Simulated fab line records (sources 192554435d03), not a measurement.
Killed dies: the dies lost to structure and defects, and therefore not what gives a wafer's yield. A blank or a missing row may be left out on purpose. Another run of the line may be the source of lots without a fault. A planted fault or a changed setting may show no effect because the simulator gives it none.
2 desks looking at one fault    flow n5 finfet    what lay behind the numbers comes last; until then each desk has only its own

== DESK OF THE TOOL OWNER: rie diel-02 ==
The tool's own readings at N5_BEOL_M14_TRENCH_ETCH_34 (etches SiO2 in C4F8/O2/Ar, target depth 556.65 nm, time 126.9 s): means of the sampled wafers that have a number, for each lot that ran on this tool. The brackets show how far a lot's mean lies from the usual mean; more than 4 standard deviations puts the lot out of limits, marked OUT.
Columns: A = drypump motor current A at N5_BEOL_M14_TRENCH_ETCH_34, usual 5.7 A; B = oes_ar_750_au at N5_BEOL_M14_TRENCH_ETCH_34, usual 0.83 a.u.; C = oes product au at N5_BEOL_M14_TRENCH_ETCH_34, usual 0.83 a.u.; D = rf vpp V at N5_BEOL_M14_TRENCH_ETCH_34, usual 2187 V; E = showerhead plenum p Torr at N5_BEOL_M14_TRENCH_ETCH_34, usual 3.44 Torr; F = throttle valve pct at N5_BEOL_M14_TRENCH_ETCH_34, usual 30.74 %
lot   first seen here  A    B     C     D     E     F
L568  day 10 20:10     5.9  0.83  0.83  2172  3.38  30.67
L577  day 13 09:48     5.9  0.89  0.89  2182  3.50  30.58
L582  day 14 06:50     6.1  0.92  0.83  2142  3.38  30.63
L581  day 14 09:01     6.1  0.91  0.82  2142  3.38  30.61
L583  day 14 23:23     6.3  0.93  0.77  2158  3.54  30.48
Finding of this desk: none of the 5 lots has anything out of limits.

== METROLOGY DESK ==
What the gauges read, lot by lot, whatever tool the lot ran on: means of the sampled wafers that have a number. The brackets show how far a lot's mean lies from the usual mean; more than 4 standard deviations puts the lot out of limits, marked OUT. Of its 26 readings 7 are shown: the one that was out of limits first, and those that lie furthest out on some lot.
Columns: A = trench depth nm at N5_BEOL_M14_OCD_MEAS_35, usual 547 nm; B = M14_THK at N5_BEOL_M14_THK_MEAS_50, usual 546 nm; C = M14_RS at N5_BEOL_M14_RS_MEAS_54, usual 0.0339 ohm/sq; D = COMB_M15 at N5_BEOL_M15_RC_MEAS_101, usual 2.4e-12 S/m; E = SERP_M14 at N5_BEOL_M15_RC_MEAS_101, usual 0.163 ohm/um; F = SERP_M14_max_site at N5_BEOL_M15_RC_MEAS_101, usual 0.165 ohm/um; G = SERP_M8 at N5_BEOL_M15_RC_MEAS_101, usual 14.3 ohm/um
lot   first seen here  A               B               C                  D        E                 F                 G
L568  day 10 20:19     548             545             0.0338             2.2e-12  0.164             0.167             14.5
L577  day 13 09:58     545             533             0.0340             3.4e-12  0.165             0.167             14.1
L582  day 14 06:59     466             466             0.0410 (+5.4) OUT  1.6e-12  0.198 (+4.7) OUT  0.201 (+4.7) OUT  15.8
L581  day 14 09:11     464             470             0.0415 (+5.8) OUT  2.1e-12  0.204 (+5.6) OUT  0.207 (+5.5) OUT  14.6
L579  day 14 14:41     549             542             0.0337             4.0e-12  0.162             0.163             13.5
L583  day 14 23:32     401 (-7.0) OUT  406 (-6.4) OUT  0.0465 (+9.7) OUT  1.8e-12  0.226 (+8.7) OUT  0.231 (+8.8) OUT  15.1
L590  day 17 02:40     530             530             0.0349             1.9e-12  0.168             0.170             14.1
Finding of this desk: L581, L582, L583 out of limits, first seen on L582 at day 14 12:20 (M14_RS at N5_BEOL_M14_RS_MEAS_54). L568, L577, L579, L590: within limits.

== PUT TOGETHER ==
The metrology desk could have raised an alarm at day 14 12:20, on L581, L582, L583.
Nothing out of limits was seen by the tool owner's desk.
Tool owner's desk: L581, L582, L583 on record, inside its limits.
Of the lots named, all ran N5_BEOL_M14_TRENCH_ETCH_34 on rie diel-02.

== WHAT THE SIMULATOR PUT IN ==
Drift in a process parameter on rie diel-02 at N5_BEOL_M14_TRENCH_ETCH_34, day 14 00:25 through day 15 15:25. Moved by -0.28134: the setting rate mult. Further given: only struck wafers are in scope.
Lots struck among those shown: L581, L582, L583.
Delay in hours, fault start to first out-of-limits reading, per desk: metrology desk 12.
